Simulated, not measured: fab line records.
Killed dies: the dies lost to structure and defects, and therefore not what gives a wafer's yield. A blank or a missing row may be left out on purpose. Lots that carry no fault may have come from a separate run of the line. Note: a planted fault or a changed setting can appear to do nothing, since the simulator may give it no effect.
Which tool is to blame? + flow nand harc + 23 lots with 69 wafers sampled at 6 steps, on a route of 1302 steps

== WHAT THE GAUGES SHOWED, per wafer ==
The record lacks any reading of a measuring or inspecting step that a usual standard deviation could be used to judge.

== WHAT TOOL EACH LOT RAN ON (gives the tool, then ch and the chambers of the sampled wafers, and finally the start) ==
| lot  | NHARC_A_STAIRCASE_TRIM_235                    | NHARC_A_STAIRCASE_DESCUM_252       | NHARC_A_STAIRCASE_HM_OPEN_460                 | NHARC_A_STAIRCASE_ETCH_294                    | NHARC_A_STAIRCASE_STRIP_295                   | NHARC_A_STAIRCASE_DEP_301       |
|------|-----------------------------------------------|------------------------------------|-----------------------------------------------|-----------------------------------------------|-----------------------------------------------|---------------------------------|
| L074 | rie diel-03 ch 1,2, day 16 06:35 or earlier   | rie diel-13 ch 0,1,2, day 16 06:35 | rie diel-12 ch 0,1, day 17 03:56 or earlier   | rie diel-12 ch 0,1,2, day 17 03:56 or earlier | rie diel-12 ch 0,2,3, day 17 03:56 or earlier | pecvd-03 ch 1,2, day 17 03:56   |
| L075 | rie diel-03 ch 0,2,3, day 16 19:38 or earlier | rie diel-12 ch 0,2,3, day 16 19:38 | rie diel-03 ch 0,1,2, day 17 16:44 or earlier | rie diel-03 ch 0,1,3, day 17 16:44 or earlier | rie diel-03 ch 0,1,3, day 17 16:44 or earlier | pecvd-01 ch 0,1,2, day 17 16:44 |
| L077 | rie diel-13 ch 0,2, day 17 05:50 or earlier   | rie diel-13 ch 0,2, day 17 05:50   | rie diel-12 ch 0,2,3, day 18 00:41 or earlier | rie diel-12 ch 0,2, day 18 00:41 or earlier   | rie diel-12 ch 0,1,3, day 18 00:41 or earlier | pecvd-04 ch 0,1, day 18 00:41   |
| L076 | rie diel-13 ch 0,2,3, day 17 09:25 or earlier | rie diel-12 ch 1,2,3, day 17 09:25 | rie diel-12 ch 0,2,3, day 18 04:49 or earlier | rie diel-12 ch 0,1,3, day 18 04:49 or earlier | rie diel-12 ch 0,2, day 18 04:49 or earlier   | pecvd-01 ch 0,1,2, day 18 04:49 |
| L078 | rie diel-03 ch 2,3, day 17 17:34 or earlier   | rie diel-13 ch 1,2,3, day 17 17:34 | rie diel-12 ch 0,1,3, day 18 09:54 or earlier | rie diel-12 ch 1,3, day 18 09:54 or earlier   | rie diel-12 ch 1,3, day 18 09:54 or earlier   | pecvd-01 ch 0,2, day 18 09:54   |
| L080 | rie diel-03 ch 0,2, day 18 21:24 or earlier   | rie diel-13 ch 2,3, day 18 21:24   | rie diel-03 ch 1,3, day 19 13:26 or earlier   | rie diel-03 ch 1,3, day 19 13:26 or earlier   | rie diel-03 ch 0,1,2, day 19 13:26 or earlier | pecvd-04 ch 0,1,2, day 19 13:26 |
| L079 | rie diel-12 ch 0,1,2, day 18 21:47 or earlier | rie diel-13 ch 1,3, day 18 21:47   | rie diel-03 ch 0,3, day 19 17:03 or earlier   | rie diel-03 ch 0,1, day 19 17:03 or earlier   | rie diel-03 ch 1,2, day 19 17:03 or earlier   | pecvd-04 ch 0,1,2, day 19 17:03 |
| L081 | rie diel-13 ch 2,3, day 19 05:40 or earlier   | rie diel-03 ch 0,1,3, day 19 05:40 | rie diel-03 ch 0,1,3, day 20 01:51 or earlier | rie diel-03 ch 0,3, day 20 01:51 or earlier   | rie diel-03 ch 1,2,3, day 20 01:51 or earlier | pecvd-01 ch 1,2, day 20 01:51   |
| L082 | rie diel-13 ch 1,3, day 19 10:31 or earlier   | rie diel-12 ch 0,3, day 19 10:31   | rie diel-03 ch 2,3, day 20 02:52 or earlier   | rie diel-03 ch 0,1,2, day 20 02:52 or earlier | rie diel-03 ch 0,1,3, day 20 02:52 or earlier | pecvd-01 ch 0,1, day 20 02:52   |
| L083 | rie diel-13 ch 0,2,3, day 20 16:45 or earlier | rie diel-13 ch 1,3, day 20 16:45   | rie diel-03 ch 0,3, day 21 15:43 or earlier   | rie diel-03 ch 0,3, day 21 15:43 or earlier   | rie diel-03 ch 1,3, day 21 15:43 or earlier   | pecvd-03 ch 0,1,2, day 21 15:43 |
| L085 | rie diel-12 ch 0,3, day 20 17:23 or earlier   | rie diel-03 ch 1,2, day 20 17:23   | rie diel-12 ch 0,1, day 21 16:39 or earlier   | rie diel-12 ch 0,1,2, day 21 16:39 or earlier | rie diel-12 ch 0,1,3, day 21 16:39 or earlier | pecvd-04 ch 0,1,2, day 21 16:39 |
| L084 | rie diel-03 ch 1,2, day 20 20:46 or earlier   | rie diel-03 ch 0,1,2, day 20 20:46 | rie diel-13 ch 0,1,3, day 21 22:34 or earlier | rie diel-13 ch 0,2,3, day 21 22:34 or earlier | rie diel-13 ch 1,2,3, day 21 22:34 or earlier | pecvd-04 ch 1,2, day 21 22:34   |
| L086 | rie diel-13 ch 1,3, day 20 23:05 or earlier   | rie diel-13 ch 0,1,3, day 20 23:05 | rie diel-12 ch 0,1,3, day 21 22:59 or earlier | rie diel-12 ch 0,1,2, day 21 22:59 or earlier | rie diel-12 ch 0,2, day 21 22:59 or earlier   | pecvd-03 ch 0,2, day 21 22:59   |
| L087 | rie diel-12 ch 0,1, day 21 13:22 or earlier   | rie diel-12 ch 0,3, day 21 13:22   | rie diel-13 ch 0,3, day 22 15:10 or earlier   | rie diel-13 ch 1,2, day 22 15:10 or earlier   | rie diel-13 ch 0,1,2, day 22 15:10 or earlier | pecvd-01 ch 0,1,2, day 22 15:10 |
| L088 | rie diel-13 ch 0,1, day 22 13:02 or earlier   | rie diel-03 ch 2,3, day 22 13:02   | rie diel-03 ch 1,2, day 23 09:56 or earlier   | rie diel-03 ch 1,2,3, day 23 09:56 or earlier | rie diel-03 ch 0,3, day 23 09:56 or earlier   | pecvd-01 ch 0,1,2, day 23 09:56 |
| L090 | rie diel-12 ch 1,2, day 22 20:50 or earlier   | rie diel-03 ch 0,2, day 22 20:50   | rie diel-13 ch 0,1,3, day 23 11:49 or earlier | rie diel-13 ch 0,2,3, day 23 11:49 or earlier | rie diel-13 ch 0,2, day 23 11:49 or earlier   | pecvd-04 ch 0,1,2, day 23 11:49 |
| L091 | rie diel-03 ch 0,2, day 22 21:34 or earlier   | rie diel-12 ch 1,2,3, day 22 21:34 | rie diel-03 ch 1,2,3, day 23 12:32 or earlier | rie diel-03 ch 0,2,3, day 23 12:32 or earlier | rie diel-03 ch 0,1, day 23 12:32 or earlier   | pecvd-01 ch 0,2, day 23 12:32   |
| L089 | rie diel-13 ch 2,3, day 23 04:51 or earlier   | rie diel-12 ch 0,1, day 23 04:51   | rie diel-03 ch 0,1, day 23 19:22 or earlier   | rie diel-03 ch 2,3, day 23 19:22 or earlier   | rie diel-03 ch 0,1, day 23 19:22 or earlier   | pecvd-04 ch 0,1,2, day 23 19:22 |
| L092 | rie diel-12 ch 0,2,3, day 23 11:04 or earlier | rie diel-03 ch 2,3, day 23 11:04   | rie diel-03 ch 0,1,2, day 24 04:35 or earlier | rie diel-03 ch 0,3, day 24 04:35 or earlier   | rie diel-03 ch 0,1,3, day 24 04:35 or earlier | pecvd-01 ch 0,1, day 24 04:35   |
| L093 | rie diel-13 ch 0,2,3, day 24 07:50 or earlier | rie diel-13 ch 0,2, day 24 07:50   | rie diel-12 ch 0,3, day 25 03:53 or earlier   | rie diel-12 ch 0,1,2, day 25 03:53 or earlier | rie diel-12 ch 1,2, day 25 03:53 or earlier   | pecvd-03 ch 1,2, day 25 03:53   |
| L094 | rie diel-03 ch 0,1, day 24 18:55 or earlier   | rie diel-12 ch 0,1,3, day 24 18:55 | rie diel-12 ch 1,2,3, day 25 14:30 or earlier | rie diel-12 ch 1,2, day 25 14:30 or earlier   | rie diel-12 ch 1,3, day 25 14:30 or earlier   | pecvd-03 ch 0,2, day 25 14:30   |
| L095 | rie diel-03 ch 2,3, day 25 06:13 or earlier   | rie diel-03 ch 0,1,3, day 25 06:13 | rie diel-12 ch 2,3, day 26 00:28 or earlier   | rie diel-12 ch 0,2,3, day 26 00:28 or earlier | rie diel-12 ch 0,1,3, day 26 00:28 or earlier | pecvd-03 ch 0,1,2, day 26 00:28 |
| L096 | rie diel-12 ch 1,3, day 25 07:54 or earlier   | rie diel-12 ch 1,3, day 25 07:54   | rie diel-13 ch 1,3, day 26 01:48 or earlier   | rie diel-13 ch 0,1, day 26 01:48 or earlier   | rie diel-13 ch 1,3, day 26 01:48 or earlier   | pecvd-04 ch 1,2, day 26 01:48   |
- NHARC_A_STAIRCASE_TRIM_235: chemistry O2, time 211.2 s.
- NHARC_A_STAIRCASE_DESCUM_252: chemistry O2, time 3 s.
- NHARC_A_STAIRCASE_HM_OPEN_460: chemistry O2/COS.
- NHARC_A_STAIRCASE_ETCH_294: etches the open film in C4F8/O2/Ar, target depth 4989 nm, time 1211.6 s.
- NHARC_A_STAIRCASE_STRIP_295: strips in O2.
- NHARC_A_STAIRCASE_DEP_301: deposits SiON, target thk 30 nm.

== AS READ BY THE TOOLS THEMSELVES (means over the sampled wafers that have a number; for cases with no such wafer, the mark the record gives instead) ==
NHARC_A_STAIRCASE_TRIM_235. Usual: drypump motor current A 6.0 A, standard deviation 0.49; oes product au 1.000 a.u., standard deviation 0.007; rf vpp V 57.8 V, standard deviation 0.94; showerhead plenum p Torr 3.52 Torr, standard deviation 0.15; throttle valve pct 17.037 %, standard deviation 0.0097.
| lot  | tool        | drypump motor current A (A) | oes product au (a.u.) | rf vpp V (V) | showerhead plenum p Torr (Torr) | throttle valve pct (%) | flag |
|------|-------------|-----------------------------|-----------------------|--------------|---------------------------------|------------------------|------|
| L074 | rie diel-03 | 5.1                         | 0.992                 | 58.2         | 3.57                            | 17.040                 |      |
| L075 | rie diel-03 | 5.7                         | 1.002                 | 57.9         | 3.50                            | 17.022                 |      |
| L077 | rie diel-13 | 6.0                         | 0.995                 | 58.3         | 3.55                            | 17.032                 |      |
| L076 | rie diel-13 | 6.2                         | 0.998                 | 57.8         | 3.50                            | 17.041                 |      |
| L078 | rie diel-03 | 5.8                         | 1.000                 | 57.4         | 3.49                            | 17.038                 |      |
| L080 | rie diel-03 | 5.7                         | 1.002                 | 57.9         | 3.50                            | 17.033                 |      |
| L079 | rie diel-12 | 6.2                         | 1.007                 | 57.4         | 3.39                            | 17.039                 |      |
| L081 | rie diel-13 | 6.4                         | 0.989                 | 57.1         | 3.43                            | 17.040                 |      |
| L082 | rie diel-13 | 6.5                         | 1.006                 | 58.2         | 3.35                            | 17.035                 |      |
| L083 | rie diel-13 | 6.2                         | 0.992                 | 57.1         | 3.48                            | 17.032                 |      |
| L085 | rie diel-12 | 6.0                         | 0.993                 | 58.2         | 3.65                            | 17.035                 |      |
| L084 | rie diel-03 | 5.1                         | 0.997                 | 57.7         | 3.56                            | 17.035                 |      |
| L086 | rie diel-13 | 6.5                         | 1.003                 | 57.2         | 3.31                            | 17.042                 |      |
| L087 | rie diel-12 | 6.2                         | 1.006                 | 57.0         | 3.54                            | 17.036                 |      |
| L088 | rie diel-13 | 6.1                         | 0.996                 | 57.0         | 3.45                            | 17.040                 |      |
| L090 | rie diel-12 | 6.3                         | 0.998                 | 58.6         | 3.68                            | 17.035                 |      |
| L091 | rie diel-03 | 5.7                         | 1.004                 | 58.1         | 3.49                            | 17.044                 |      |
| L089 | rie diel-13 | 6.4                         | 1.001                 | 56.7         | 3.42                            | 17.040                 |      |
| L092 | rie diel-12 | 6.1                         | 1.005                 | 57.8         | 3.54                            | 17.036                 |      |
| L093 | rie diel-13 | 6.2                         | 0.999                 | 57.0         | 3.47                            | 17.035                 |      |
| L094 | rie diel-03 | 5.5                         | 1.009                 | 58.3         | 3.68                            | 17.035                 |      |
| L095 | rie diel-03 | 5.4                         | 1.005                 | 58.4         | 3.44                            | 17.044                 |      |
| L096 | rie diel-12 | 6.1                         | 1.001                 | 57.5         | 3.77                            | 17.038                 |      |

NHARC_A_STAIRCASE_DESCUM_252. Usual: drypump motor current A 6.0 A, standard deviation 0.45; oes product au 0.998 a.u., standard deviation 0.0073; rf vpp V 57.7 V, standard deviation 0.82; showerhead plenum p Torr 1.90 Torr, standard deviation 0.087; throttle valve pct 11.312 %, standard deviation 0.0097.
| lot  | tool        | drypump motor current A (A) | oes product au (a.u.) | rf vpp V (V) | showerhead plenum p Torr (Torr) | throttle valve pct (%) | flag |
|------|-------------|-----------------------------|-----------------------|--------------|---------------------------------|------------------------|------|
| L074 | rie diel-13 | 6.1                         | 0.997                 | 57.4         | 1.88                            | 11.322                 |      |
| L075 | rie diel-12 | 6.1                         | 0.994                 | 57.6         | 1.93                            | 11.310                 |      |
| L077 | rie diel-13 | 6.0                         | 0.993                 | 57.4         | 1.93                            | 11.310                 |      |
| L076 | rie diel-12 | 6.2                         | 1.000                 | 57.9         | 1.90                            | 11.318                 |      |
| L078 | rie diel-13 | 6.3                         | 0.998                 | 57.1         | 1.84                            | 11.314                 |      |
| L080 | rie diel-13 | 6.2                         | 0.988                 | 58.3         | 1.89                            | 11.314                 |      |
| L079 | rie diel-13 | 6.5                         | 0.991                 | 57.2         | 1.81                            | 11.314                 |      |
| L081 | rie diel-03 | 5.8                         | 0.996                 | 57.3         | 1.96                            | 11.323                 |      |
| L082 | rie diel-12 | 6.0                         | 0.999                 | 57.4         | 1.98                            | 11.319                 |      |
| L083 | rie diel-13 | 6.5                         | 0.991                 | 57.2         | 1.80                            | 11.308                 |      |
| L085 | rie diel-03 | 5.1                         | 0.996                 | 58.4         | 2.00                            | 11.317                 |      |
| L084 | rie diel-03 | 5.4                         | 0.992                 | 57.0         | 1.94                            | 11.301                 |      |
| L086 | rie diel-13 | 6.3                         | 0.995                 | 57.5         | 1.84                            | 11.321                 |      |
| L087 | rie diel-12 | 6.0                         | 0.998                 | 57.9         | 1.98                            | 11.303                 |      |
| L088 | rie diel-03 | 5.4                         | 0.994                 | 57.8         | 1.87                            | 11.314                 |      |
| L090 | rie diel-03 | 5.3                         | 1.000                 | 57.9         | 1.87                            | 11.314                 |      |
| L091 | rie diel-12 | 6.1                         | 0.995                 | 58.1         | 2.00                            | 11.312                 |      |
| L089 | rie diel-12 | 6.2                         | 1.003                 | 58.6         | 1.92                            | 11.318                 |      |
| L092 | rie diel-03 | 5.8                         | 1.001                 | 57.7         | 1.88                            | 11.322                 |      |
| L093 | rie diel-13 | 6.0                         | 0.996                 | 57.6         | 1.91                            | 11.311                 |      |
| L094 | rie diel-12 | 6.1                         | 1.011                 | 58.8         | 1.98                            | 11.311                 |      |
| L095 | rie diel-03 | 5.8                         | 0.995                 | 57.3         | 1.94                            | 11.318                 |      |
| L096 | rie diel-12 | 6.0                         | 1.005                 | 58.3         | 2.05                            | 11.303                 |      |

NHARC_A_STAIRCASE_HM_OPEN_460. Usual: drypump motor current A 6.0 A, standard deviation 0.47; oes product au 1.002 a.u., standard deviation 0.007; rf vpp V 468 V, standard deviation 3.1; showerhead plenum p Torr 3.14 Torr, standard deviation 0.14; throttle valve pct 28.329 %, standard deviation 0.0088.
| lot  | tool        | drypump motor current A (A) | oes product au (a.u.) | rf vpp V (V) | showerhead plenum p Torr (Torr) | throttle valve pct (%) | flag |
|------|-------------|-----------------------------|-----------------------|--------------|---------------------------------|------------------------|------|
| L074 | rie diel-12 | 6.2                         | 1.002                 | 464          | 2.98                            | 28.327                 |      |
| L075 | rie diel-03 | 5.4                         | 1.006                 | 468          | 3.18                            | 28.325                 |      |
| L077 | rie diel-12 | 6.1                         | 1.002                 | 468          | 3.16                            | 28.322                 |      |
| L076 | rie diel-12 | 6.1                         | 1.007                 | 468          | 3.16                            | 28.330                 |      |
| L078 | rie diel-12 | 6.1                         | 1.008                 | 467          | 3.09                            | 28.334                 |      |
| L080 | rie diel-03 | 5.9                         | 1.010                 | 469          | 3.18                            | 28.327                 |      |
| L079 | rie diel-03 | 6.1                         | 1.002                 | 467          | 3.11                            | 28.317                 |      |
| L081 | rie diel-03 | 5.8                         | 0.994                 | 469          | 3.18                            | 28.333                 |      |
| L082 | rie diel-03 | 5.4                         | 1.004                 | 466          | 3.06                            | 28.319                 |      |
| L083 | rie diel-03 | 6.1                         | 1.007                 | 468          | 3.10                            | 28.331                 |      |
| L085 | rie diel-12 | 6.2                         | 1.002                 | 467          | 3.13                            | 28.330                 |      |
| L084 | rie diel-13 | 6.4                         | 0.992                 | 464          | 3.00                            | 28.331                 |      |
| L086 | rie diel-12 | 6.1                         | 1.006                 | 470          | 3.23                            | 28.323                 |      |
| L087 | rie diel-13 | 6.2                         | 0.998                 | 466          | 3.08                            | 28.325                 |      |
| L088 | rie diel-03 | 5.1                         | 1.007                 | 468          | 3.14                            | 28.335                 |      |
| L090 | rie diel-13 | 6.3                         | 1.000                 | 468          | 3.15                            | 28.329                 |      |
| L091 | rie diel-03 | 5.5                         | 1.003                 | 468          | 3.15                            | 28.332                 |      |
| L089 | rie diel-03 | 5.7                         | 1.000                 | 468          | 3.18                            | 28.331                 |      |
| L092 | rie diel-03 | 5.4                         | 1.003                 | 468          | 3.16                            | 28.327                 |      |
| L093 | rie diel-12 | 6.0                         | 0.998                 | 469          | 3.21                            | 28.336                 |      |
| L094 | rie diel-12 | 6.2                         | 1.004                 | 470          | 3.24                            | 28.332                 |      |
| L095 | rie diel-12 | 6.0                         | 1.012                 | 469          | 3.22                            | 28.329                 |      |
| L096 | rie diel-13 | 6.6                         | 0.998                 | 466          | 3.09                            | 28.327                 |      |

NHARC_A_STAIRCASE_ETCH_294. Usual: oes product au 0.934 a.u., standard deviation 0.01; rf vpp V 1828 V, standard deviation 12.
| lot  | tool        | oes product au (a.u.) | rf vpp V (V) | flag |
|------|-------------|-----------------------|--------------|------|
| L074 | rie diel-12 | 0.925                 | 1817         |      |
| L075 | rie diel-03 | 0.923                 | 1833         |      |
| L077 | rie diel-12 | 0.937                 | 1823         |      |
| L076 | rie diel-12 | 0.935                 | 1824         |      |
| L078 | rie diel-12 | 0.929                 | 1820         |      |
| L080 | rie diel-03 | 0.937                 | 1832         |      |
| L079 | rie diel-03 | 0.928                 | 1832         |      |
| L081 | rie diel-03 | 0.943                 | 1825         |      |
| L082 | rie diel-03 | 0.927                 | 1831         |      |
| L083 | rie diel-03 | 0.926                 | 1825         |      |
| L085 | rie diel-12 | 0.926                 | 1829         |      |
| L084 | rie diel-13 | 0.933                 | 1823         |      |
| L086 | rie diel-12 | 0.935                 | 1829         |      |
| L087 | rie diel-13 | 0.930                 | 1815         |      |
| L088 | rie diel-03 | 0.931                 | 1828         |      |
| L090 | rie diel-13 | 0.935                 | 1822         |      |
| L091 | rie diel-03 | 0.946                 | 1823         |      |
| L089 | rie diel-03 | 0.947                 | 1822         |      |
| L092 | rie diel-03 | 0.939                 | 1823         |      |
| L093 | rie diel-12 | 0.946                 | 1827         |      |
| L094 | rie diel-12 | 0.934                 | 1837         |      |
| L095 | rie diel-12 | 0.933                 | 1827         |      |
| L096 | rie diel-13 | 0.957                 | 1840         |      |

NHARC_A_STAIRCASE_STRIP_295. Usual: drypump motor current A 5.9 A, standard deviation 0.47; oes product au 1.001 a.u., standard deviation 0.0061; rf vpp V 57.8 V, standard deviation 0.9; showerhead plenum p Torr 3.54 Torr, standard deviation 0.16; throttle valve pct 17.036 %, standard deviation 0.0094.
| lot  | tool        | drypump motor current A (A) | oes product au (a.u.) | rf vpp V (V) | showerhead plenum p Torr (Torr) | throttle valve pct (%) | flag |
|------|-------------|-----------------------------|-----------------------|--------------|---------------------------------|------------------------|------|
| L074 | rie diel-12 | 6.1                         | 1.005                 | 57.8         | 3.56                            | 17.034                 |      |
| L075 | rie diel-03 | 5.8                         | 0.996                 | 59.2         | 3.61                            | 17.032                 |      |
| L077 | rie diel-12 | 6.1                         | 1.000                 | 58.4         | 3.49                            | 17.046                 |      |
| L076 | rie diel-12 | 6.3                         | 1.006                 | 57.6         | 3.47                            | 17.030                 |      |
| L078 | rie diel-12 | 6.0                         | 1.005                 | 58.3         | 3.61                            | 17.037                 |      |
| L080 | rie diel-03 | 5.4                         | 0.999                 | 57.4         | 3.59                            | 17.032                 |      |
| L079 | rie diel-03 | 5.1                         | 0.992                 | 58.3         | 3.56                            | 17.039                 |      |
| L081 | rie diel-03 | 5.4                         | 1.003                 | 57.2         | 3.58                            | 17.043                 |      |
| L082 | rie diel-03 | 5.8                         | 1.002                 | 58.4         | 3.60                            | 17.033                 |      |
| L083 | rie diel-03 | 5.8                         | 0.997                 | 58.1         | 3.58                            | 17.037                 |      |
| L085 | rie diel-12 | 6.1                         | 1.010                 | 57.7         | 3.66                            | 17.039                 |      |
| L084 | rie diel-13 | 6.4                         | 1.002                 | 57.3         | 3.39                            | 17.039                 |      |
| L086 | rie diel-12 | 6.2                         | 1.000                 | 56.4         | 3.42                            | 17.042                 |      |
| L087 | rie diel-13 | 6.2                         | 0.995                 | 57.5         | 3.45                            | 17.030                 |      |
| L088 | rie diel-03 | 6.1                         | 1.009                 | 57.9         | 3.49                            | 17.045                 |      |
| L090 | rie diel-13 | 6.0                         | 1.003                 | 58.1         | 3.53                            | 17.033                 |      |
| L091 | rie diel-03 | 5.5                         | 1.002                 | 58.3         | 3.68                            | 17.035                 |      |
| L089 | rie diel-03 | 5.5                         | 1.000                 | 58.7         | 3.68                            | 17.037                 |      |
| L092 | rie diel-03 | 5.8                         | 0.999                 | 58.0         | 3.58                            | 17.039                 |      |
| L093 | rie diel-12 | 6.3                         | 1.004                 | 57.5         | 3.56                            | 17.032                 |      |
| L094 | rie diel-12 | 6.1                         | 0.999                 | 58.6         | 3.77                            | 17.044                 |      |
| L095 | rie diel-12 | 6.1                         | 0.999                 | 58.4         | 3.64                            | 17.034                 |      |
| L096 | rie diel-13 | 6.5                         | 1.000                 | 58.0         | 3.50                            | 17.032                 |      |

NHARC_A_STAIRCASE_DEP_301. Usual: heater power outer w 457 W, standard deviation 90; heater power w 763 W, standard deviation 120.
| lot  | tool     | heater power outer w (W) | heater power w (W) | flag |
|------|----------|--------------------------|--------------------|------|
| L074 | pecvd-03 | 478                      | 762                |      |
| L075 | pecvd-01 | 478                      | 802                |      |
| L077 | pecvd-04 | 339                      | 620                |      |
| L076 | pecvd-01 | 490                      | 797                |      |
| L078 | pecvd-01 | 453                      | 776                |      |
| L080 | pecvd-04 | 394                      | 704                |      |
| L079 | pecvd-04 | 370                      | 661                |      |
| L081 | pecvd-01 | 480                      | 750                |      |
| L082 | pecvd-01 | 497                      | 849                |      |
| L083 | pecvd-03 | 499                      | 780                |      |
| L085 | pecvd-04 | 365                      | 661                |      |
| L084 | pecvd-04 | 410                      | 724                |      |
| L086 | pecvd-03 | 559                      | 903                |      |
| L087 | pecvd-01 | 480                      | 790                |      |
| L088 | pecvd-01 | 497                      | 811                |      |
| L090 | pecvd-04 | 358                      | 656                |      |
| L091 | pecvd-01 | 458                      | 784                |      |
| L089 | pecvd-04 | 392                      | 697                |      |
| L092 | pecvd-01 | 563                      | 885                |      |
| L093 | pecvd-03 | 413                      | 694                |      |
| L094 | pecvd-03 | 534                      | 824                |      |
| L095 | pecvd-03 | 488                      | 787                |      |
| L096 | pecvd-04 | 347                      | 617                |      |

== THE ANSWER, worked out from the rows above alone ==
Rule: a lot is off if the mean of its wafers that have a number lies more than 3 standard deviations from the usual mean. A lot without any number at a reading at which 4 lots or more have one is off too. The other lots that the step has rows for count as sound. Order of review: gauges by route order, followed by the tools' own readings, for which a lot's mean as printed above is used. At the first step where some lot is off, the reading lying furthest off is the one used; lots without a number count as furthest.
Across all readings shown, no lot is off: no conclusion can be drawn from this.

== WHAT WAS PUT IN BY THE SIMULATOR ==
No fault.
